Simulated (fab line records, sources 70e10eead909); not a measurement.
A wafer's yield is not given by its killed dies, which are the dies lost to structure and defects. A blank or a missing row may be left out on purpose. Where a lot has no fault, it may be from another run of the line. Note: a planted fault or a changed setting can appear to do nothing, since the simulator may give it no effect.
Commonality check across tools    flow nand harc    Lots sampled 10, wafers sampled 36

== WHY IT WAS OPENED ==
At NHARC_A_CHANNEL_HOLE_D2_CD_MEAS_10 the reading cd nm is flagged on 2 of 10 lots. No-fault wafers: 100.0 nm, standard deviation 0.46.
Rule: a lot is flagged in two cases, either no wafer of it has a number, or all its wafers with numbers fall more than 4 standard deviations from that mean. The other lots count as sound.

lot   measured      on         cd nm (nm), wafer by wafer     flag
L553  day 13 17:11  cd sem-01  100.3 100.7 100.6              
L555  day 13 22:23  cd sem-01  99.1 100.2 99.6                
L562  day 16 16:45  cd sem-03  100.3 100.5 100.6              
L566  day 18 11:08  cd sem-02  100.1 100.4 100.0              
L568  day 19 08:35  cd sem-03  99.6 99.3 100.0                
L569  day 19 18:20  cd sem-02  81.6 81.0 80.5 81.4 81.2 80.6  FLAGGED
L572  day 21 01:00  cd sem-01  100.0 100.2 99.7               
L571  day 21 01:25  cd sem-01  85.1 84.9 85.6 85.0 85.4 85.9  FLAGGED
L573  day 21 19:16  cd sem-01  100.1 100.5 99.5               
L574  day 22 05:10  cd sem-01  100.6 100.7 99.9               
On average the flagged lots' numbers are 83.2 nm, which is -16.8 nm against the usual, or -37 standard deviations.

== WHICH TOOL EACH LOT WENT THROUGH ==
The record holds 1 process step before the reading, out of a route of 1302 steps. Cell contents, in order: the tool; ch with the chambers the sampled wafers went through; the start.
lot   flag     NHARC_A_CHANNEL_HOLE_D2_EXPOSE_07
L553           arfi scanner-02 ch 0, day 13 17:02
L555           arfi scanner-02 ch 0, day 13 22:15
L562           arfi scanner-03 ch 0, day 16 16:37
L566           arfi scanner-02 ch 0, day 18 10:59
L568           arfi scanner-03 ch 0, day 19 08:27
L569  FLAGGED  arfi scanner-02 ch 0, day 19 18:12
L572           arfi scanner-03 ch 0, day 21 00:52
L571  FLAGGED  arfi scanner-02 ch 0, day 21 01:16
L573           arfi scanner-01 ch 0, day 21 19:07
L574           arfi scanner-01 ch 0, day 22 05:02
What is done by these steps:
- NHARC_A_CHANNEL_HOLE_D2_EXPOSE_07: exposes mask HOLE D2, target cd 100 nm.
- NHARC_A_CHANNEL_HOLE_D2_CD_MEAS_10: target cd 100 nm.

== FLAGGED OVER TOTAL, TOOL BY TOOL (the gauges that took the reading come last) ==
step                                tool             lots run  flagged  share of the flagged lots  sound lots run after its first flagged lot
NHARC_A_CHANNEL_HOLE_D2_EXPOSE_07   arfi scanner-01  2         0        none                       -
NHARC_A_CHANNEL_HOLE_D2_EXPOSE_07   arfi scanner-02  5         2        all                        0
NHARC_A_CHANNEL_HOLE_D2_EXPOSE_07   arfi scanner-03  3         0        none                       -
NHARC_A_CHANNEL_HOLE_D2_CD_MEAS_10  cd sem-01        6         1        some                       2 (L573,L574)
NHARC_A_CHANNEL_HOLE_D2_CD_MEAS_10  cd sem-02        2         1        some                       0
NHARC_A_CHANNEL_HOLE_D2_CD_MEAS_10  cd sem-03        2         0        none                       -

== WHAT THE TABLE PERMITS ==
1 row of the table ran every flagged lot: arfi scanner-02 at NHARC_A_CHANNEL_HOLE_D2_EXPOSE_07.
- arfi scanner-02 at NHARC_A_CHANNEL_HOLE_D2_EXPOSE_07 ran 5 lots, 2 of them flagged. It ran its last sound lot, L566, at day 18 10:59 and its first flagged lot, L569, at day 19 18:12: a fault with its onset between the two fits. Its own readings lie more than 4 standard deviations out on every wafer of the flagged lots: exposure dose mJ cm2.
One tool is left: arfi scanner-02 at NHARC_A_CHANNEL_HOLE_D2_EXPOSE_07.

== WHAT WAS PUT IN BY THE SIMULATOR ==
Process parameter drift: arfi scanner-02, from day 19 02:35 on, at NHARC_A_CHANNEL_HOLE_D2_EXPOSE_07. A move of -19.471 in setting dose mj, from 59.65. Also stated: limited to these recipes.
Shown lots that were struck: L569, L571. The rule given above showed the same thing.
